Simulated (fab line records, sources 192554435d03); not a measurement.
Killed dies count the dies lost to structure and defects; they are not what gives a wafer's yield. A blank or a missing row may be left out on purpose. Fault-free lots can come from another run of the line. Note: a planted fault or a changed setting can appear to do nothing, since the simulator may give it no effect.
2 desks, one fault | flow n5-finfet | every desk sees just its own numbers, and what lay behind them comes last

FROM THE METROLOGY DESK
What the gauges read, lot by lot, whatever tool the lot ran on: means of the sampled wafers that have a number. A lot is out of limits, marked OUT, if its mean lies more than 4 standard deviations from the usual mean; the brackets give that distance. 7 of its 10 readings are shown, namely those furthest out on some lot.
Columns: A = DIBL_N at N5_BEOL_M4_RC_MEAS_101, usual 36.1 mV/V; B = DIBL_P at N5_BEOL_M4_RC_MEAS_101, usual 36.3 mV/V; C = IOFF_N at N5_BEOL_M4_RC_MEAS_101, usual 0.162 nA/um; D = ION_P at N5_BEOL_M4_RC_MEAS_101, usual 464 uA/um; E = SS_N at N5_BEOL_M4_RC_MEAS_101, usual 71.6 mV/dec; F = VT_N at N5_BEOL_M4_RC_MEAS_101, usual 249.4 mV; G = VT_P at N5_BEOL_M4_RC_MEAS_101, usual -249 mV
lot  | first seen here | A    | B    | C     | D   | E    | F     | G
L472 | day 9 03:13     | 36.7 | 37.4 | 0.157 | 451 | 71.8 | 250.6 | -256
L475 | day 10 02:37    | 34.5 | 33.1 | 0.133 | 461 | 70.6 | 249.8 | -252
L477 | day 10 04:09    | 34.4 | 35.0 | 0.155 | 459 | 70.8 | 248.8 | -252
L483 | day 12 02:09    | 35.6 | 35.6 | 0.139 | 458 | 71.6 | 253.2 | -252
L487 | day 12 20:26    | 37.1 | 36.9 | 0.177 | 467 | 71.6 | 246.9 | -247
This desk's finding: nothing out of limits on any of the 5 lots.

DESK OF THE TOOL OWNER: pecvd-02
The tool's own readings at N5_BEOL_M3_PECVD_72 (deposits SiO2 from TEOS/O2, target thk 16 nm, time 18 s): means of the sampled wafers that have a number, for each lot that ran on this tool. A lot is out of limits, marked OUT, if its mean lies more than 4 standard deviations from the usual mean; the brackets give that distance.
Columns: A = heater-power-w at N5_BEOL_M3_PECVD_72, usual 724 W; B = showerhead-plenum-p-Torr at N5_BEOL_M3_PECVD_72, usual 8.80 Torr; C = throttle-valve-pct at N5_BEOL_M3_PECVD_72, usual 22.0 %
lot  | first seen here | A   | B    | C
L472 | day 8 01:26     | 846 | 8.73 | 20.8
L475 | day 9 02:29     | 765 | 8.77 | 21.2
L477 | day 9 07:17     | 664 | 8.84 | 22.4
L483 | day 11 02:44    | 637 | 8.83 | 22.6
This desk's finding: nothing out of limits on any of the 4 lots.

BROUGHT TOGETHER
The metrology desk saw nothing out of limits.
Nothing out of limits was seen by the tool owner's desk.

WHAT THE SIMULATOR HAD INSERTED
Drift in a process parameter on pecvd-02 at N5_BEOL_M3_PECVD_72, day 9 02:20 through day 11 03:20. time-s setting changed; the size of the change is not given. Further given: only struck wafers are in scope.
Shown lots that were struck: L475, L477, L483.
